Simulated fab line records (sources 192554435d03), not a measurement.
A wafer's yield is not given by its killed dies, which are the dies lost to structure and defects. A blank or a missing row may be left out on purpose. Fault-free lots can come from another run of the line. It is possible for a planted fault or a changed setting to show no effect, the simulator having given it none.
Problem report, 8D (eight disciplines) form, completed by code -- flow n5-finfet -- the parts of the form that need people (team, actions taken, sign-off) are left out

1. WHAT WENT WRONG
Mean of run-length-s at N5_BEOL_M5_CVD_47: 337.9 s across 3 wafers in 2 lots; on wafers with no fault it is 238.7 s (standard deviation 0.59). That is +99 or more standard deviations from the usual mean.
The step: deposits Co from CCTBA/H2, target thk 3 nm, time 216 s.
The first sign was on wafer L287.1 at day 12 14:52, on cvd-co-01. Wafers with a number at this step in the record: 36, from 12 lots. Rule for "out" (also "out of limits"): further than 4 standard deviations from the usual mean. The other wafers with a number count as sound.

2. WHAT IT IS; WHAT IT IS NOT
question,is,is not
which readings at this step,run-length-s,-
which lots,"L287, L289","L273, L274, L275, L277, L278, L279, L280, L282, L283, L284"
which wafers of those lots,"L287.1, L287.6, L289.1","L287.2, L289.2, L289.3"
read on which tools,cvd-co-01,cvd-co-02
when,from day 12 14:52,up to then (31 sound wafers); but 2 sound wafers of L289 came after

3. WHAT RULES OUT EACH SUSPECT
Counting: if a tool at a process step up to the reading ran every lot that is out, it stays a suspect. Sound lots after the first of them don't rule it out here, since some wafers of a struck lot are sound.
- cvd-co-01 at N5_BEOL_M5_CVD_47 (deposits Co from CCTBA/H2, target thk 3 nm, time 216 s): kept. It ran every lot that is out, first L287 (day 12 14:52); its last sound lot up to then is L283 (day 11 21:55). Its own readings are out on those wafers: run-length-s.
The count leaves cvd-co-01 at N5_BEOL_M5_CVD_47.

4. THE CAUSE (what the simulator had put in)
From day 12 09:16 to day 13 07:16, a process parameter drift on cvd-co-01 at N5_BEOL_M5_CVD_47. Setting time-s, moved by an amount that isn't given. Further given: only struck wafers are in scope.
This tool alone remained once counting was done.

5. SEQUENCE OF EFFECTS, ordered by route
One row per reading whose mean, taken over the struck wafers that have a number, lies over 3 standard deviations from the usual. Scope: only readings with a usual standard deviation given in the record; hours: median across lots of the time from each lot's start at the first step in this table that gives one to its start at this step; sigmas: change in usual standard deviations.
hours,step,reading,usual,on struck wafers,change,sigmas
0,N5_BEOL_M5_CVD_47,run-length-s,238.7 s,337.9,+99.2,+99 or more
Process steps it contains:
- N5_BEOL_M5_CVD_47: deposits Co from CCTBA/H2, target thk 3 nm, time 216 s.

6. HOW IT WOULD HAVE BEEN CAUGHT EARLIER
6 hours passed between the start of the fault at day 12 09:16 and the first reading out of limits in this record, taken at day 12 14:52.
